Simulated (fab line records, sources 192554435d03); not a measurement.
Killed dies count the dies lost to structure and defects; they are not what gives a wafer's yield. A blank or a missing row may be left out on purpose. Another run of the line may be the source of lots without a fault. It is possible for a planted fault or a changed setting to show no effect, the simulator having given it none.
Which of the tools did it? | flow n5Finfet | Sampling: 9 lots, 27 wafers, 6 of 1938 route steps

== WHAT EACH GAUGE READ, for each wafer ==
N5_BEOL_M4_RC_MEAS_101. Usual: DIBL_N 37.5 mV/V, standard deviation 2.5; DIBL_P 38 mV/V, standard deviation 3.1; IOFF_N 0.19 nA/um, standard deviation 0.059; IOFF_P 0.24 nA/um, standard deviation 0.061; ION_N 679 uA/um, standard deviation 16; ION_P 465 uA/um, standard deviation 9.8; SS_N 72.0 mV/dec, standard deviation 0.8; SS_P 73.7 mV/dec, standard deviation 0.86; VT_N 248 mV, standard deviation 4.5; VT_P -249 mV, standard deviation 3.5.
lot  | measured     | on        | DIBL_N (mV/V)  | DIBL_P (mV/V) | IOFF_N (nA/um) | IOFF_P (nA/um) | ION_N (uA/um) | ION_P (uA/um) | SS_N (mV/dec)  | SS_P (mV/dec)  | VT_N (mV)   | VT_P (mV)      | flag
L256 | day 7 19:21  | prober-02 | 34.1 37.8 39.7 | 36 37 40      | 0.12 0.18 0.23 | 0.20 0.22 0.27 | 659 678 679   | 459 466 459   | 70.6 72.3 72.7 | 72.8 73.5 74.2 | 254 251 248 | -249 -250 -245 | 
L263 | day 10 05:40 | prober-02 | 35.9 37.2 33.6 | 37 37 34      | 0.16 0.19 0.11 | 0.20 0.20 0.17 | 667 680 659   | 459 461 451   | 72.3 72.0 70.9 | 73.8 73.0 73.0 | 251 249 255 | -252 -251 -254 | 
L264 | day 10 21:11 | prober-01 | 34.4 38.7 37.1 | 35 39 37      | 0.10 0.18 0.14 | 0.16 0.24 0.20 | 657 673 651   | 453 467 452   | 70.8 71.8 71.5 | 73.2 74.1 73.1 | 260 247 252 | -253 -249 -251 | 
L266 | day 11 11:34 | prober-01 | 39.7 33.7 36.6 | 42 34 38      | 0.30 0.13 0.21 | 0.37 0.19 0.29 | 716 670 701   | 484 461 486   | 72.8 72.0 71.9 | 74.3 72.9 74.4 | 239 252 241 | -239 -251 -244 | 
L268 | day 11 13:14 | prober-02 | 35.6 34.5 37.2 | 35 34 38      | 0.15 0.14 0.18 | 0.17 0.17 0.22 | 660 672 678   | 448 453 450   | 71.4 71.0 71.9 | 73.2 72.5 73.9 | 250 248 246 | -255 -255 -250 | 
L271 | day 11 18:13 | prober-01 | 39.9 39.4 39.4 | 42 43 43      | 0.28 0.25 0.26 | 0.31 0.32 0.32 | 702 690 686   | 470 468 470   | 72.3 71.7 72.6 | 74.8 75.0 74.6 | 242 246 243 | -245 -244 -246 | 
L270 | day 11 19:13 | prober-02 | 35.8 36.5 38.3 | 36 37 38      | 0.13 0.14 0.19 | 0.21 0.21 0.27 | 659 658 682   | 465 455 471   | 71.9 71.5 72.0 | 73.3 73.3 74.3 | 256 252 248 | -249 -250 -248 | 
L274 | day 12 20:11 | prober-02 | 34.5 36.0 39.9 | 35 35 40      | 0.14 0.14 0.24 | 0.21 0.20 0.28 | 668 668 696   | 462 459 475   | 70.9 71.2 71.8 | 73.5 73.8 74.1 | 249 251 244 | -249 -250 -246 | 
L278 | day 14 00:07 | prober-02 | 37.5 34.7 37.5 | 39 35 40      | 0.18 0.13 0.19 | 0.22 0.17 0.26 | 679 673 677   | 466 459 463   | 72.5 71.5 72.1 | 73.7 73.4 74.5 | 251 254 248 | -252 -252 -249 | 

N5_BEOL_M7_THK_MEAS_53: measures by xrf. Usual: M7_THK typically reads 79.2 nm, with standard deviation 2.8.
lot  | measured     | on           | M7_THK (nm)     | flag
L256 | day 9 01:05  | filmMetro-02 | 77.5 74.1 74.2  | 
L263 | day 11 09:02 | filmMetro-02 | 74.2 77.7 75.4  | 
L264 | day 12 03:00 | filmMetro-01 | 80.4 79.2 78.7  | 
L266 | day 13 01:10 | filmMetro-02 | 81.7 82.0 186.2 | OFF
L268 | day 12 23:15 | filmMetro-01 | 80.1 194.7 80.5 | OFF
L271 | day 13 00:34 | filmMetro-02 | 77.2 76.5 76.8  | 
L270 | day 13 00:50 | filmMetro-02 | 80.2 83.3 82.1  | 
L274 | day 14 05:19 | filmMetro-01 | 82.4 79.9 83.4  | 
L278 | day 15 11:15 | filmMetro-01 | 81.4 80.2 85.4  | 

N5_BEOL_M7_INSPECT_58: inspects for defects (darkfield). Usual: rawDefectCount at 69, with a standard deviation of 20.
lot  | measured     | on               | rawDefectCount | flag
L256 | day 9 01:15  | defectInspect-01 | 89 116 105     | 
L263 | day 11 09:12 | defectInspect-02 | 53 51 62       | 
L264 | day 12 03:10 | defectInspect-01 | 60 60 54       | 
L266 | day 13 01:19 | defectInspect-02 | 80 78 1172     | OFF
L268 | day 12 23:24 | defectInspect-02 | 59 1152 35     | OFF
L271 | day 13 00:43 | defectInspect-02 | 62 39 55       | 
L270 | day 13 01:00 | defectInspect-02 | 52 58 79       | 
L274 | day 14 05:28 | defectInspect-01 | 78 95 63       | 
L278 | day 15 11:24 | defectInspect-01 | 93 79 62       | 

== TOOL THAT RAN EACH LOT (tool first, then ch and the chambers of the sampled wafers, then the start) ==
lot  | N5_BEOL_M7_PRE_CLEAN_45     | N5_BEOL_M7_SURFACE_TREAT_79 | N5_BEOL_M7_CMP_52
L256 | pvdSputter-02, day 8 23:28  | pvdSputter-02, day 8 23:57  | cmp-01 ch 1,2, day 9 00:48
L263 | pvdSputter-03, day 11 07:24 | pvdSputter-03, day 11 07:47 | cmp-02 ch 1,2,3, day 11 08:47
L264 | pvdSputter-03, day 12 00:33 | pvdSputter-03, day 12 00:58 | cmp-01 ch 1,3, day 12 02:43
L266 | pvdSputter-03, day 12 23:29 | pvdSputter-03, day 12 23:50 | cmp-01 ch 1,2,3, day 13 00:57
L268 | pvdSputter-01, day 12 20:32 | pvdSputter-02, day 12 21:10 | cmp-01 ch 0,1,2, day 12 22:57
L271 | pvdSputter-01, day 12 23:14 | pvdSputter-03, day 12 23:35 | cmp-02 ch 0,3, day 13 00:18
L270 | pvdSputter-01, day 12 23:19 | pvdSputter-02, day 12 23:40 | cmp-03 ch 0,3, day 13 00:35
L274 | pvdSputter-03, day 14 02:05 | pvdSputter-02, day 14 02:40 | cmp-02 ch 1,3, day 14 05:01
L278 | pvdSputter-03, day 15 08:31 | pvdSputter-02, day 15 09:05 | cmp-02 ch 0,1,3, day 15 10:57
- N5_BEOL_M7_PRE_CLEAN_45: time 30 s.
- N5_BEOL_M7_SURFACE_TREAT_79
- N5_BEOL_M7_CMP_52: polishes, stops on SiCOH lowk, t overpolish 6.9 s, target thk 80 nm.

== AS READ BY THE TOOLS THEMSELVES (means over the sampled wafers that have a number; for cases with no such wafer, the mark the record gives instead) ==
N5_BEOL_M7_PRE_CLEAN_45. Usual: heaterPowerW at 325 W, with a standard deviation of 33.
lot  | tool          | heaterPowerW (W) | flag
L256 | pvdSputter-02 | 310              | 
L263 | pvdSputter-03 | 279              | 
L264 | pvdSputter-03 | 291              | 
L266 | pvdSputter-03 | 311              | 
L268 | pvdSputter-01 | 342              | 
L271 | pvdSputter-01 | 340              | 
L270 | pvdSputter-01 | 344              | 
L274 | pvdSputter-03 | 309              | 
L278 | pvdSputter-03 | 298              | 

N5_BEOL_M7_CMP_52. Usual: barrierFieldEndpointS 29.2 s, standard deviation 0.87; motorCurrentA 5.9 A, standard deviation 0.64; overpolishRunS 6.900 s, standard deviation 0.0091; platenRpm 50.00 rpm, standard deviation 0.037; slurryFilterDpKPa 13.49 kPa, standard deviation 0.14; timeToEndpointS 63 s, standard deviation 3.4.
lot  | tool   | barrierFieldEndpointS (s) | motorCurrentA (A) | overpolishRunS (s) | platenRpm (rpm) | slurryFilterDpKPa (kPa) | timeToEndpointS (s) | flag
L256 | cmp-01 | 30.1                      | 5.3               | 6.892              | 50.01           | 13.42                   | 64                  | 
L263 | cmp-02 | 29.7                      | 6.3               | 6.895              | 50.03           | 13.37                   | 62                  | 
L264 | cmp-01 | 28.8                      | 5.8               | 6.897              | 49.98           | 13.51                   | 64                  | 
L266 | cmp-01 | 34.5                      | 5.6               | 4.615              | 49.97           | 13.52                   | 69                  | OFF
L268 | cmp-01 | 34.9                      | 5.5               | 4.622              | 50.00           | 13.40                   | 67                  | OFF
L271 | cmp-02 | 29.0                      | 5.7               | 6.905              | 49.99           | 13.58                   | 62                  | 
L270 | cmp-03 | 29.0                      | 5.4               | 6.896              | 49.99           | 13.40                   | 65                  | 
L274 | cmp-02 | 28.0                      | 6.2               | 6.903              | 50.00           | 13.56                   | 61                  | 
L278 | cmp-02 | 29.7                      | 5.8               | 6.896              | 49.97           | 13.45                   | 65                  | 

== THE ANSWER, worked out from the rows above alone ==
Rule: a lot is off if the mean of its wafers that have a number lies more than 3 standard deviations from the usual mean. Also off: a lot with no number at a reading for which 4 or more lots have one. Any other lot the step has rows for is counted as sound. Order of review: gauges by route order, followed by the tools' own readings, for which a lot's mean as printed above is used. At the first step where some lot is off, the reading lying furthest off is the one used; lots without a number count as furthest.
Off: at N5_BEOL_M7_THK_MEAS_53 (M7_THK), L266, L268.
A tool fits if, at a process step before that reading, it ran every lot that is off, and no sound lot after the first of them. Not tried: the gauges at N5_BEOL_M7_THK_MEAS_53; whatever is off there is also off at N5_BEOL_M7_INSPECT_58, on other tools, and gauge error can't account for it. One fits: N5_BEOL_M7_CMP_52 on cmp-01. A fault onset in the window from L264 (day 12 02:43, its last sound lot) to L268 (day 12 22:57, its first lot off) fits.
The tool's own readings at N5_BEOL_M7_CMP_52 bear it out: on the lots that are off they differ by more than 5 times the standard deviation of the sound lots' means. barrierFieldEndpointS reads 34.7 s there against 29.2 s on the sound lots; overpolishRunS reads 4.619 s there against 6.898 s on the sound lots.

== WHAT THE SIMULATOR HAD INSERTED ==
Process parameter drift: cmp-01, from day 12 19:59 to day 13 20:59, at N5_BEOL_M7_CMP_52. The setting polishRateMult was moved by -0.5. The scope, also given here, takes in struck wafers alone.
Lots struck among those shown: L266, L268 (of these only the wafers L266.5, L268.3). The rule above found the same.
